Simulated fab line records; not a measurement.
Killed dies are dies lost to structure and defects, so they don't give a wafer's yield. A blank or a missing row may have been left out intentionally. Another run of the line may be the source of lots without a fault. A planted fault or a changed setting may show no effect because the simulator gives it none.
What tool caused it? + flow nand-harc + 13 lots with 39 wafers sampled at 5 steps, on a route of 1302 steps

== WHAT THE GAUGES SHOWED, per wafer ==
NHARC_P_CONTACT_CD_MEAS_12: the cd target is 90 nm. Usual: cd-nm 90.1 nm, standard deviation 0.45.
| lot  | measured     | on        | cd-nm (nm)     | flag |
|------|--------------|-----------|----------------|------|
| L383 | day 6 07:07  | cd-sem-03 | 90.2 90.6 90.5 |      |
| L384 | day 6 21:23  | cd-sem-03 | 89.2 89.7 89.6 |      |
| L385 | day 7 07:17  | cd-sem-01 | 90.4 90.1 89.8 |      |
| L387 | day 7 23:16  | cd-sem-02 | 90.8 90.1 90.5 |      |
| L388 | day 8 05:04  | cd-sem-01 | 89.2 90.6 89.7 |      |
| L389 | day 8 18:19  | cd-sem-02 | 90.3 89.8 89.7 |      |
| L391 | day 9 15:55  | cd-sem-01 | 90.2 89.8 90.3 |      |
| L394 | day 10 18:27 | cd-sem-03 | 90.7 90.4 90.5 |      |
| L395 | day 11 08:57 | cd-sem-03 | 90.8 90.1 90.5 |      |
| L397 | day 12 00:58 | cd-sem-02 | 89.5 90.0 90.1 |      |
| L396 | day 12 01:40 | cd-sem-03 | 90.0 90.0 89.8 |      |
| L404 | day 15 03:43 | cd-sem-01 | 89.8 89.9 89.8 |      |
| L405 | day 15 11:29 | cd-sem-02 | 90.3 90.5 90.6 |      |

NHARC_END_SORT_01. Usual: killed-at-array 56, standard deviation 20; killed-at-other 1, standard deviation 1.3; killed-at-periphery 3.5, standard deviation 2.7; killed-dies 60, standard deviation 20; killed-open 3.3, standard deviation 1.6; killed-short 2.4, standard deviation 1.5.
| lot  | measured     | on        | killed-at-array | killed-at-other | killed-at-periphery | killed-dies | killed-open | killed-short | flag |
|------|--------------|-----------|-----------------|-----------------|---------------------|-------------|-------------|--------------|------|
| L397 | day 30 15:08 | prober-02 | 52 39 51        | 2 1 3           | 623 637 623         | 677 677 677 | 4 4 6       | 5 1 3        | OFF  |
| L396 | day 30 15:02 | prober-01 | 87 90 88        | 0 0 0           | 590 587 589         | 677 677 677 | 4 2 7       | 4 0 3        | OFF  |

== TOOL THAT RAN EACH LOT (tool first, then ch and the chambers of the sampled wafers, then the start) ==
| lot  | NHARC_P_GATE_STRIP_76                | NHARC_P_CONTACT_DEP_00                     | NHARC_P_CONTACT_CMP_01        |
|------|--------------------------------------|--------------------------------------------|-------------------------------|
| L383 | plasma-asher-02 ch 0,1, day 6 01:40  | pecvd-01 ch 0,1,2, day 6 06:25 or earlier  | cmp-01 ch 1,3, day 6 06:25    |
| L384 | plasma-asher-02 ch 0,1, day 6 16:02  | pecvd-02 ch 0,2, day 6 20:44 or earlier    | cmp-03 ch 0,2,3, day 6 20:44  |
| L385 | plasma-asher-01 ch 0,1, day 7 01:41  | pecvd-02 ch 0,1,2, day 7 06:29 or earlier  | cmp-01 ch 0,2,3, day 7 06:29  |
| L387 | plasma-asher-02 ch 0,1, day 7 17:40  | pecvd-01 ch 0,1,2, day 7 22:27 or earlier  | cmp-03 ch 0,3, day 7 22:27    |
| L388 | plasma-asher-02 ch 0,1, day 7 23:34  | pecvd-02 ch 0,1,2, day 8 04:21 or earlier  | cmp-01 ch 2,3, day 8 04:21    |
| L389 | plasma-asher-01 ch 0,1, day 8 12:51  | pecvd-01 ch 0,1,2, day 8 17:29 or earlier  | cmp-01 ch 0,2,3, day 8 17:29  |
| L391 | plasma-asher-01 ch 0,1, day 9 10:19  | pecvd-03 ch 1,2, day 9 15:06 or earlier    | cmp-02 ch 1,2, day 9 15:06    |
| L394 | plasma-asher-02 ch 0,1, day 10 12:50 | pecvd-03 ch 0,1, day 10 17:40 or earlier   | cmp-03 ch 0,1,3, day 10 17:40 |
| L395 | plasma-asher-01 ch 0,1, day 11 03:29 | pecvd-01 ch 1,2, day 11 08:08 or earlier   | cmp-03 ch 0,1, day 11 08:08   |
| L397 | plasma-asher-02 ch 0,1, day 11 19:37 | pecvd-01 ch 0,1,2, day 12 00:16 or earlier | cmp-03 ch 1,2, day 12 00:16   |
| L396 | plasma-asher-01 ch 1, day 11 20:00   | pecvd-01 ch 1,2, day 12 00:50 or earlier   | cmp-03 ch 0,2,3, day 12 00:50 |
| L404 | plasma-asher-02 ch 0,1, day 14 22:06 | pecvd-02 ch 0,1, day 15 02:53 or earlier   | cmp-02 ch 1,2,3, day 15 02:53 |
| L405 | plasma-asher-02 ch 1, day 15 05:47   | pecvd-02 ch 1,2, day 15 10:39 or earlier   | cmp-03 ch 0,1,2, day 15 10:39 |
- NHARC_P_GATE_STRIP_76: strips in O2.
- NHARC_P_CONTACT_DEP_00: deposits SiO2, target thk 500 nm.
- NHARC_P_CONTACT_CMP_01: polishes SiO2, target thk 200 nm.

== WHAT THE TOOLS THEMSELVES READ (means of the sampled wafers that have a number; where no wafer has one, the mark that the record gives instead) ==
NHARC_P_GATE_STRIP_76. Usual: drypump-motor-current-A 5.9 A, standard deviation 0.37; heater-power-w 365 W, standard deviation 29; rf-refl-power-W 21 W, standard deviation 6.4; temp-c 249.97 C, standard deviation 0.19.
| lot  | tool            | drypump-motor-current-A (A) | heater-power-w (W) | rf-refl-power-W (W) | temp-c (C) | flag |
|------|-----------------|-----------------------------|--------------------|---------------------|------------|------|
| L383 | plasma-asher-02 | 6.3                         | 347                | 18                  | 249.93     |      |
| L384 | plasma-asher-02 | 6.0                         | 333                | 19                  | 250.16     |      |
| L385 | plasma-asher-01 | 5.7                         | 399                | 27                  | 249.86     |      |
| L387 | plasma-asher-02 | 6.3                         | 343                | 18                  | 250.07     |      |
| L388 | plasma-asher-02 | 6.2                         | 344                | 18                  | 249.94     |      |
| L389 | plasma-asher-01 | 5.7                         | 384                | 26                  | 250.13     |      |
| L391 | plasma-asher-01 | 5.6                         | 384                | 26                  | 249.88     |      |
| L394 | plasma-asher-02 | 6.0                         | 333                | 19                  | 249.93     |      |
| L395 | plasma-asher-01 | 5.6                         | 390                | 21                  | 250.09     |      |
| L397 | plasma-asher-02 | 6.3                         | 363                | 19                  | 249.73     |      |
| L396 | plasma-asher-01 | 5.8                         | 386                | 32                  | 249.83     |      |
| L404 | plasma-asher-02 | 6.2                         | 357                | 18                  | 249.92     |      |
| L405 | plasma-asher-02 | 6.5                         | 373                | 17                  | 249.82     |      |

NHARC_P_CONTACT_DEP_00. Usual: heater-power-w 498 W, standard deviation 75; showerhead-vpp-V 1899 V, standard deviation 84; throttle-valve-pct 16.3 %, standard deviation 0.67.
| lot  | tool     | heater-power-w (W) | showerhead-vpp-V (V) | throttle-valve-pct (%) | flag |
|------|----------|--------------------|----------------------|------------------------|------|
| L383 | pecvd-01 | 487                | 1921                 | 16.3                   |      |
| L384 | pecvd-02 | 559                | 1741                 | 15.6                   |      |
| L385 | pecvd-02 | 504                | 1835                 | 15.8                   |      |
| L387 | pecvd-01 | 477                | 1951                 | 16.4                   |      |
| L388 | pecvd-02 | 462                | 1829                 | 15.8                   |      |
| L389 | pecvd-01 | 430                | 1950                 | 16.2                   |      |
| L391 | pecvd-03 | 468                | 1902                 | 16.5                   |      |
| L394 | pecvd-03 | 436                | 1862                 | 16.7                   |      |
| L395 | pecvd-01 | 477                | 1954                 | 16.2                   |      |
| L397 | pecvd-01 | 471                | 1937                 | 16.6                   |      |
| L396 | pecvd-01 | 462                | 1909                 | 16.9                   |      |
| L404 | pecvd-02 | 594                | 1821                 | 15.3                   |      |
| L405 | pecvd-02 | 457                | 1878                 | 16.4                   |      |

NHARC_P_CONTACT_CMP_01. Usual: edge-zone-pressure-frac 1.000, standard deviation 0.0052; motor-current-A 12.1 A, standard deviation 1; slurry-filter-dp-kPa 13.51 kPa, standard deviation 0.13.
| lot  | tool   | edge-zone-pressure-frac | motor-current-A (A) | slurry-filter-dp-kPa (kPa) | flag |
|------|--------|-------------------------|---------------------|----------------------------|------|
| L383 | cmp-01 | 1.006                   | 12.4                | 13.62                      |      |
| L384 | cmp-03 | 0.998                   | 12.1                | 13.57                      |      |
| L385 | cmp-01 | 0.995                   | 11.3                | 13.42                      |      |
| L387 | cmp-03 | 1.000                   | 12.3                | 13.50                      |      |
| L388 | cmp-01 | 1.000                   | 10.5                | 13.45                      |      |
| L389 | cmp-01 | 0.998                   | 11.3                | 13.52                      |      |
| L391 | cmp-02 | 1.003                   | 13.2                | 13.41                      |      |
| L394 | cmp-03 | 1.001                   | 12.0                | 13.57                      |      |
| L395 | cmp-03 | 1.003                   | 11.6                | 13.49                      |      |
| L397 | cmp-03 | -                       | -                   | -                          | OFF  |
| L396 | cmp-03 | -                       | -                   | -                          | OFF  |
| L404 | cmp-02 | 1.005                   | 12.7                | 13.49                      |      |
| L405 | cmp-03 | 0.998                   | 11.8                | 13.55                      |      |

== THE ANSWER, worked out from the rows above alone ==
Rule: a lot is off if the mean of its wafers that have a number lies more than 3 standard deviations from the usual mean. Also off: a lot with no number at a reading for which 4 or more lots have one. All remaining lots with rows at the step are treated as sound. Order of review: gauges by route order, followed by the tools' own readings, for which a lot's mean as printed above is used. The first step at which some lot is off is used, and at that step the reading that is off furthest; a lot without a number counts as furthest.
Off at NHARC_END_SORT_01 (killed-at-periphery): L397, L396. Neither off nor sound, because the step has no rows for them: L383, L384, L385, L387, L388, L389, L391, L394, L395, L404, L405.
A tool fits if, at a process step before that reading, it ran every lot that is off, and no sound lot after the first of them. Not tried: the gauges at NHARC_END_SORT_01; whatever is off there is also off at NHARC_P_CONTACT_CMP_01, on other tools, and gauge error can't account for it. With no start given for some of its lots, NHARC_P_CONTACT_DEP_00 uses the hours and lot order of NHARC_P_CONTACT_CMP_01. This does not decide it: 2 tools fit, namely pecvd-01 at NHARC_P_CONTACT_DEP_00 and cmp-03 at NHARC_P_CONTACT_CMP_01.

== WHAT THE SIMULATOR HAD PUT IN ==
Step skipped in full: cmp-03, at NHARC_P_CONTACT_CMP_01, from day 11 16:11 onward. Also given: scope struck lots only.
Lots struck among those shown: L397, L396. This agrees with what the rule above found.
